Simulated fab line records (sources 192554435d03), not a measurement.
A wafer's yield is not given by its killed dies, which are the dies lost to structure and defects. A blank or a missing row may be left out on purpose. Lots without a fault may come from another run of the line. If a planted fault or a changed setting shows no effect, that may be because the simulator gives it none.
Matching of chambers -- flow n5-finfet -- 4 sister chambers for N5_BEOL_M15_ETCH_57 on rie-diel-02
The step etches SOC in N2/H2, time 750 s. 22 wafers are shown with their chamber, then 11 later ones without.

## WAFERS, EACH WITH ITS CHAMBER
wafer,chamber,showerhead-plenum-p-Torr (Torr),throttle-valve-pct (%),rf-vpp-V (V)
L075.1,3,2.63,17.92,525.6
L075.4,1,2.59,17.60,523.9
L075.6,2,2.70,17.25,527.6
L077.3,2,2.70,17.26,529.6
L077.5,2,2.70,17.26,528.3
L077.6,3,2.63,17.95,527.2
L076.4,1,2.59,17.61,525.0
L076.5,3,2.63,17.96,525.0
L076.6,2,2.69,17.27,527.1
L079.2,1,2.59,17.61,525.0
L079.4,1,2.59,17.64,524.2
L079.5,0,2.59,17.36,525.5
L081.1,0,2.58,17.39,525.4
L081.2,1,2.59,17.64,522.6
L081.6,0,2.58,17.38,524.5
L085.2,1,2.58,17.63,524.8
L085.4,0,2.58,17.39,525.1
L085.6,0,2.58,17.39,526.2
L083.3,2,2.69,17.28,529.0
L083.5,3,2.63,17.43,526.1
L083.6,0,2.58,17.38,524.2
L090.2,0,2.58,17.39,524.6

SIGNATURES (means of the wafers above)
reading,chamber 0,chamber 1,chamber 2,chamber 3,scatter within a chamber
showerhead-plenum-p-Torr,2.5814,2.5883,2.6960,2.6300,0.00401
throttle-valve-pct,17.3829,17.6217,17.2640,17.8150,0.106
rf-vpp-V,525.071,524.250,528.320,525.975,0.878
Rule: distance of a wafer from a chamber = root of the sum over the readings of ((wafer's reading minus chamber's mean) / reading's scatter) squared. The wafer belongs to the nearest chamber; if the next one is less than 2 further off, it can't be placed. The scatter is the square root of a quotient: the sum, over the shown wafers, of each reading's squared deviation from its chamber's mean, divided by wafers minus chambers.

## WAFERS WITHOUT THEIR CHAMBER
wafer,showerhead-plenum-p-Torr (Torr),throttle-valve-pct (%),rf-vpp-V (V)
L090.3,2.58,17.65,524.2
L090.5,2.58,17.40,525.0
L094.2,2.68,17.33,527.8
L094.4,2.57,17.42,524.5
L094.5,2.58,17.65,524.2
L095.1,2.68,17.33,529.1
L095.2,2.58,17.68,523.5
L095.3,2.62,17.47,525.1
L097.1,2.62,17.49,525.5
L097.3,2.57,17.41,525.4
L097.4,2.68,17.33,525.8

## CHAMBER TAKEN BY EACH
wafer,from the rows above,in truth
L090.3,can't be placed: 1 or 0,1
L090.5,0,0
L094.2,2,2
L094.4,0,0
L094.5,can't be placed: 1 or 0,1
L095.1,2,2
L095.2,can't be placed: 1 or 0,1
L095.3,3,3
L097.1,3,3
L097.3,0,0
L097.4,2,2
8 of 11 placed correctly. Can't be placed from these rows: 3 (the true chamber is among the candidates in 3). 0 placed wrongly.
